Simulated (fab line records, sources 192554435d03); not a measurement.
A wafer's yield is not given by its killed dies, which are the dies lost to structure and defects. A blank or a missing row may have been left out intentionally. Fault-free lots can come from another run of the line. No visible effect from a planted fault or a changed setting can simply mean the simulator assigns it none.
Struck lot and sound lot, side by side :: flow n5_finfet :: 38 steps out of a route of 1938
Sound: these wafers, L232.1, L232.4, L232.6. Struck: wafer L249.5. Last of all comes the cause.
Order at every step that has rows: each side's tool, ch and its chambers, its first start. Under that, the readings that differ: sound wafers :: struck wafers :: difference of the means :: sigmas: that difference in standard deviations of wafers without a fault.
alike: readings whose means differ by less than 2 such deviations, and words and numbers that are the same on both sides. not compared: withheld readings, readings that some wafer has no value for, bounds like >300 that may hide the same value, and numbers for which the record gives no deviation and whose values overlap.
Wherever a step has rows on one side only, a row that says differs or no value, or a row with sigmas, the two part there. Non-overlapping numbers with no deviation appear without sigmas and do not part them. Lack of a reading on every wafer of one side parts them only where that side has two or more wafers.

first, 9 steps without rows for these wafers: N5_BEOL_M9_DESCUM_33 (chemistry O2, time 7 s); N5_BEOL_M9_ETCH_76 (etches underlayer in N2/H2, target depth 6.5 nm, time 5.2 s); N5_BEOL_M9_ETCH_65 (etches SiARC in CF4, target depth 15.6 nm, time 26 s); N5_BEOL_M9_ETCH_66 (etches SOC in N2/H2, target depth 80 nm, overetch 16 nm, time 120 s); N5_BEOL_M9_STRIP_69 (strips in N2/H2); N5_BEOL_M9_STRIP_77 (strips in N2/H2); N5_BEOL_M9_VIA_ETCH_34 (etches SiCOH lowk in C4F6/O2, target depth 182.4 nm, time 68.4 s); N5_BEOL_M9_STRIP_73 (strips in C4F6/O2); N5_BEOL_M9_STRIP_36 (strips in N2/H2).
N5_BEOL_M9_TRENCH_ETCH_37: etches SiCOH lowk in C4F6/O2, target depth 151.43 nm, time 49 s.
  sound on rie_diel-04 ch 0,3, day 10 12:12; struck on rie_diel-04 ch 0, day 14 22:04
reading: bias_w (W)
sound: 184.6 185.3 184.9
struck: 90.3
difference: -94.6
sigmas: -99 or more

reading: oes_product_au (a.u.)
sound: 0.88 0.90 0.88
struck: 0.74
difference: -0.15
sigmas: -3

reading: rf_vpp_V (V)
sound: 650 671 650
struck: 377
difference: -280
sigmas: -32

reading: model.BEOL_M9.feature_depth_nm (nm)
sound: 153.6 150.4 154.4
struck: 123
difference: -30
sigmas: 

reading: model.etch.depth_nm (nm)
sound: 153.7 150.3 154.4
struck: 123.1
difference: -29.7
sigmas: 

reading: model.TiN_of_BEOL_M9_HM_DEP_02.thk_nm (nm)
sound: 16 15.8 15.8
struck: 17.4
difference: +1.5
sigmas: 
  alike: drypump_motor_current_A, showerhead_plenum_p_Torr, throttle_valve_pct
  not compared: rf_hours_counter_h
then, 2 steps without rows for these wafers: N5_BEOL_M9_ETCH_41 (etches SiCN in CH3F/O2, target depth 36.6 nm, time 70.1 s); N5_BEOL_M9_STRIP_80 (strips in N2/H2, time 10 s).
N5_BEOL_M9_OCD_MEAS_38:
  struck on ocd-02, day 14 22:14; sound on ocd-02, day 10 12:22
reading: trench_depth_nm (nm)
sound: 153.5 150.5 154.1
struck: 122.8
difference: -29.9
sigmas: -13
then, 13 steps without rows for these wafers: N5_BEOL_M9_HM_STRIP_39 (strips TiN in peroxide tin strip, target depth 25 nm, time 158 s); N5_BEOL_M9_SRD_40 (time 30 s); N5_BEOL_M9_PRECLEAN_42 (cleans in residue remover, time 60 s); N5_BEOL_M9_SRD_43 (time 30 s); N5_BEOL_M9_CURE_72 (cures SiCOH lowk, time 120 s); N5_BEOL_M9_DEGAS_44 (time 60 s); N5_BEOL_M9_PRE_CLEAN_45 (time 30 s); N5_BEOL_M9_ALD_74 (deposits TaN, target thk 2 nm, pulse time 2 s, purge time 3 s); N5_BEOL_M9_SURFACE_TREAT_79; N5_BEOL_M9_CVD_78 (deposits Co from CCTBA/H2, target thk 2 nm, time 138.9 s); N5_BEOL_M9_SPUTTER_48 (material Cu, target thk 12 nm, time 2 s); N5_BEOL_M9_ECD_50 (material Cu, target thk 318 nm); N5_BEOL_M9_ANNEAL_51 (time 90 s).
N5_BEOL_M9_CMP_52: polishes, stops on SiCOH lowk, t overpolish 7 s, target thk 140 nm.
  sound on cmp-02 ch 0,2, day 10 14:58; struck on cmp-03 ch 1, day 15 00:44
reading: model.Cu_of_BEOL_M9_ECD_50.thk_nm (nm)
sound: 142.6 139 143.2
struck: 112.8
difference: -28.8
sigmas: 
  alike: motor_current_A, slurry_filter_dp_kPa
N5_BEOL_M9_THK_MEAS_53: measures by xrf.
  struck on film_metro-01, day 15 00:53; sound on film_metro-01, day 10 15:14
reading: M9_THK (nm)
sound: 142.7 139.0 143.4
struck: 112.2
difference: -29.5
sigmas: -11
then, 2 steps without rows for these wafers: N5_BEOL_M9_PRE_CLEAN_55 (time 15 s); N5_BEOL_M9_DEP_56 (deposits SiCN from 3MS/NH3, target thk 15 nm, time 26.5 s).
N5_BEOL_M9_RS_MEAS_57: the measuring method here is four-point-probe.
  struck on film_metro-02, day 15 01:01; sound on film_metro-02, day 10 15:24
reading: M9_RS (ohm/sq)
sound: 0.148 0.152 0.147
struck: 0.192
difference: +0.043
sigmas: +13
then, 5 steps without rows for these wafers: N5_BEOL_M10_ILD_DEP_00 (deposits SiCOH lowk from DEMS/porogen, target thk 308.51 nm, time 58 s); N5_BEOL_M10_CURE_71 (cures SiCOH lowk, time 240 s); N5_BEOL_M10_PECVD_70 (deposits SiO2 from TEOS/O2, target thk 20 nm, time 22.7 s); N5_BEOL_M10_HM_DEP_02 (deposits TiN, target thk 20 nm); N5_BEOL_M10_COAT_59 (time 60 s, resist thk 100 nm).
N5_BEOL_M15_RC_MEAS_101:
  sound on prober-02 ch 0, day 12 10:04; struck on prober-01 ch 0, day 16 18:38
reading: SERP_M14 (ohm/um)
sound: 0.165 0.164 0.160
struck: 0.156
difference: -0.007
sigmas: -2

reading: SERP_M6 (ohm/um)
sound: 14.1 12.7 13.3
struck: 14.8
difference: +1.4
sigmas: +3

reading: SERP_M9 (ohm/um)
sound: 3.08 3.06 3.07
struck: 3.94
difference: +0.87
sigmas: +11

reading: SERP_M9_max_site (ohm/um)
sound: 3.13 3.18 3.11
struck: 3.99
difference: +0.85
sigmas: +9
  alike: COMB_M10, COMB_M11, COMB_M12, COMB_M12_max_site, COMB_M13, COMB_M14, COMB_M15, COMB_M5, COMB_M6, COMB_M7, COMB_M8, SERP_M10, SERP_M11, SERP_M12, SERP_M13, SERP_M5, SERP_M7, SERP_M8
N5_PASSIVATION_PROBE_49:
  struck on prober-02, day 17 08:29; sound on prober-02, day 12 23:58
reading: killed_at_front_end
sound: 50 32 74
struck: 364
difference: +312
sigmas: +22

reading: killed_dies
sound: 109 83 134
struck: 434
difference: +325
sigmas: +19

reading: killed_on_rim
sound: 12 8 18
struck: 152
difference: +139
sigmas: +35
  alike: killed_at_M0_to_M3, killed_at_M4_up, killed_at_contacts, killed_at_other, killed_open, killed_short

== WHERE THEY PART ==
At N5_BEOL_M9_TRENCH_ETCH_37 first; at N5_PASSIVATION_PROBE_49 last (within this record only).

WHY: the cause the simulator had injected
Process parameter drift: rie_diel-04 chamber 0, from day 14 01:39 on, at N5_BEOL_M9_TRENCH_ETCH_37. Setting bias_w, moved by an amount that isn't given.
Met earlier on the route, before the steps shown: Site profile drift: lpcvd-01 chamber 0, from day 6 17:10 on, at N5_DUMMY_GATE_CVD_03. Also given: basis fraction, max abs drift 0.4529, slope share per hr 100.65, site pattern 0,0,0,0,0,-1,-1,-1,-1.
